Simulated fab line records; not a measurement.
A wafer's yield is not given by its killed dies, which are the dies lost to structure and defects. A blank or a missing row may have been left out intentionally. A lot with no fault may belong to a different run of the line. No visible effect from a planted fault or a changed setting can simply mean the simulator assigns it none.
Check for tools in common	flow nandHarc	Sample size 13 lots and 39 wafers

== REASON IT WAS OPENED ==
On 2 of the 13 lots, a flag is raised at NHARC_A_CONTACT_INSPECT_23 on the reading rawDefectCount. Wafers without a fault read 400, standard deviation 130.
Rule: a lot is flagged when every wafer of it that has a number lies more than 4 standard deviations from that mean, or none has a number. The other lots count as sound.

lot	measured	on	rawDefectCount, wafer by wafer	flag
L610	day 17 23:33	defectInspect-02	2502 2443 2418	FLAGGED
L614	day 18 20:05	defectInspect-01	2344 2580 2533	FLAGGED
L620	day 20 07:46	defectInspect-01	537 449 522	
L623	day 20 07:55	defectInspect-01	468 277 313	
L622	day 20 20:13	defectInspect-02	862 452 563	
L624	day 21 01:31	defectInspect-02	529 341 535	
L625	day 21 11:08	defectInspect-02	295 236 314	
L626	day 22 05:10	defectInspect-01	501 598 349	
L628	day 22 05:43	defectInspect-01	312 417 301	
L627	day 22 14:49	defectInspect-02	374 457 326	
L629	day 22 23:13	defectInspect-02	303 376 397	
L630	day 22 23:49	defectInspect-02	545 356 687	
L631	day 23 15:25	defectInspect-02	305 344 283	
On average the flagged lots' numbers are 2470, which is +2070 against the usual, or +16 standard deviations.

== WHICH TOOL EACH LOT WENT THROUGH ==
Before the reading, the record contains 2 process steps out of a 1159-step route. Every cell lists first the tool, next ch and the chambers used by the sampled wafers, and last the start.
lot	flag	NHARC_A_CONTACT_ALD_18	NHARC_A_CONTACT_CMP_20
L610	FLAGGED	aldMetal-01 ch 1,2,3, day 17 22:02	cmp-04 ch 2,3, day 17 23:10
L614	FLAGGED	aldMetal-01 ch 1,2,3, day 18 16:30	cmp-02 ch 0,2,3, day 18 19:42
L620		aldMetal-02 ch 1,2,3, day 20 05:40	cmp-02 ch 2,3, day 20 07:22
L623		aldMetal-04 ch 0,1, day 20 06:13	cmp-04 ch 0,2,3, day 20 07:31
L622		aldMetal-04 ch 1,2,3, day 20 18:45	cmp-04 ch 0,3, day 20 19:49
L624		aldMetal-01 ch 0,2, day 20 21:43	cmp-02 ch 2,3, day 21 01:07
L625		aldMetal-01 ch 0,1,3, day 20 23:29	cmp-02 ch 0,2,3, day 21 10:44
L626		aldMetal-02 ch 0,3, day 22 01:59	cmp-02 ch 0,2,3, day 22 04:49
L628		aldMetal-01 ch 0,1,3, day 22 04:12	cmp-04 ch 0,1,2, day 22 05:20
L627		aldMetal-01 ch 0,3, day 22 08:18	cmp-02 ch 0,1, day 22 14:24
L629		aldMetal-01 ch 0,2, day 22 16:52	cmp-04 ch 0,1,3, day 22 22:52
L630		aldMetal-04 ch 0,1,3, day 22 17:38	cmp-02 ch 0,1,3, day 22 23:24
L631		aldMetal-02 ch 1,2,3, day 23 12:47	cmp-04 ch 0,3, day 23 15:02
What is done by these steps:
- NHARC_A_CONTACT_ALD_18: deposits TiN, target thk 3 nm, pulse time 1 s, ald cycles 150.
- NHARC_A_CONTACT_CMP_20: polishes, t overpolish 30 s, target thk 300 nm.
- NHARC_A_CONTACT_INSPECT_23

== FLAGGED OVER TOTAL, TOOL BY TOOL (the gauges that took the reading come last) ==
step	tool	lots run	flagged	share of the flagged lots	sound lots run after its first flagged lot
NHARC_A_CONTACT_ALD_18	aldMetal-01	7	2	all	5 (L624,L625,L628,L627,L629)
NHARC_A_CONTACT_ALD_18	aldMetal-02	3	0	none	-
NHARC_A_CONTACT_ALD_18	aldMetal-04	3	0	none	-
NHARC_A_CONTACT_CMP_20	cmp-02	7	1	some	6 (L620,L624,L625,L626,L627,L630)
NHARC_A_CONTACT_CMP_20	cmp-04	6	1	some	5 (L623,L622,L628,L629,L631)
NHARC_A_CONTACT_INSPECT_23	defectInspect-01	5	1	some	4 (L620,L623,L626,L628)
NHARC_A_CONTACT_INSPECT_23	defectInspect-02	8	1	some	7 (L622,L624,L625,L627,L629,L630,L631)

== WHAT THE TABLE ALLOWS ==
All flagged lots share 1 row of the table, namely aldMetal-01 at NHARC_A_CONTACT_ALD_18.
- aldMetal-01 at NHARC_A_CONTACT_ALD_18 ran 7 lots, 2 of them flagged. Sound lots followed the first flagged one (L624, L625, L628, L627, L629) on it, something a lasting fault affecting the whole tool could not allow.
Every row of the table either missed a flagged lot or ran a sound lot after the first.

== WHAT THE SIMULATOR HAD INSERTED ==
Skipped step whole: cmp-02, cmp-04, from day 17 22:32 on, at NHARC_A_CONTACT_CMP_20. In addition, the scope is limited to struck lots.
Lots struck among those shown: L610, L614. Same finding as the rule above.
